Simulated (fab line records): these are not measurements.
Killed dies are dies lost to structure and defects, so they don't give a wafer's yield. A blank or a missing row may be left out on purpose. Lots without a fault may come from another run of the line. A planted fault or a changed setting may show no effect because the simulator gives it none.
Chamber matching -- flow nand harc -- rie diel-12 running NHARC_A_CHANNEL_FILL_D2_STRIP_28: 4 sister chambers
The step strips in O2, time 20 s. 22 wafers are shown with their chamber, then 11 later ones without.

== WAFERS, EACH WITH ITS CHAMBER ==
wafer,chamber,showerhead plenum p Torr (Torr),drypump motor current A (A),oes product au (a.u.)
L075.1,3,3.46,5.2,0.990
L075.5,1,3.63,5.1,0.989
L075.6,2,3.55,6.5,1.004
L076.3,3,3.46,5.2,1.002
L076.5,3,3.46,5.2,1.001
L076.6,0,3.35,6.3,1.010
L080.2,3,3.46,5.2,1.014
L080.3,0,3.35,6.3,1.010
L080.4,1,3.63,5.1,0.993
L081.3,3,3.46,5.2,1.005
L081.4,2,3.54,6.5,1.021
L081.6,0,3.35,6.2,1.001
L085.4,3,3.46,5.2,1.010
L085.5,1,3.63,5.1,0.999
L085.6,2,3.54,6.5,0.997
L089.1,1,3.63,5.1,1.002
L089.4,2,3.54,6.4,1.009
L089.6,0,3.34,6.3,0.998
L091.1,3,3.46,5.2,0.981
L091.3,1,3.63,5.1,0.982
L091.6,3,3.46,5.2,0.993
L093.1,3,3.46,5.2,0.997

SIGNATURES, as means of the wafers listed above
reading,chamber 0,chamber 1,chamber 2,chamber 3,scatter within a chamber
showerhead plenum p Torr,3.3475,3.6300,3.5425,3.4600,0.00289
drypump motor current A,6.275,5.100,6.475,5.200,0.0289
oes product au,1.00475,0.99300,1.00775,0.99922,0.00917
Rule: a wafer lies at a distance from a chamber equal to the root of the sum of squares, over the readings, of (its reading less the chamber's mean, divided by the reading's scatter). The wafer belongs to the nearest chamber; if the next one is less than 2 further off, it can't be placed. The scatter: take each reading less its chamber's mean, square it, sum over the shown wafers, divide by the number of wafers less the number of chambers, and take the root.

== WAFERS WHOSE CHAMBER IS MISSING ==
wafer,showerhead plenum p Torr (Torr),drypump motor current A (A),oes product au (a.u.)
L093.2,3.63,5.1,0.992
L093.3,3.54,6.5,1.005
L094.4,3.34,6.3,0.995
L094.5,3.54,6.4,0.998
L094.6,3.46,5.2,1.002
L095.1,3.46,5.2,1.012
L095.2,3.63,5.1,1.011
L095.4,3.54,6.4,1.007
L096.3,3.54,6.4,1.006
L096.4,3.34,6.3,1.012
L096.5,3.46,5.2,1.005

== WHICH CHAMBER EACH WENT THROUGH ==
wafer,from the rows above,in truth
L093.2,1,1
L093.3,2,2
L094.4,0,0
L094.5,2,2
L094.6,3,3
L095.1,3,3
L095.2,1,1
L095.4,2,2
L096.3,2,2
L096.4,0,0
L096.5,3,3
Correct placement for 11 of the 11. Can't be placed from these rows: 0. 0 placed wrongly.
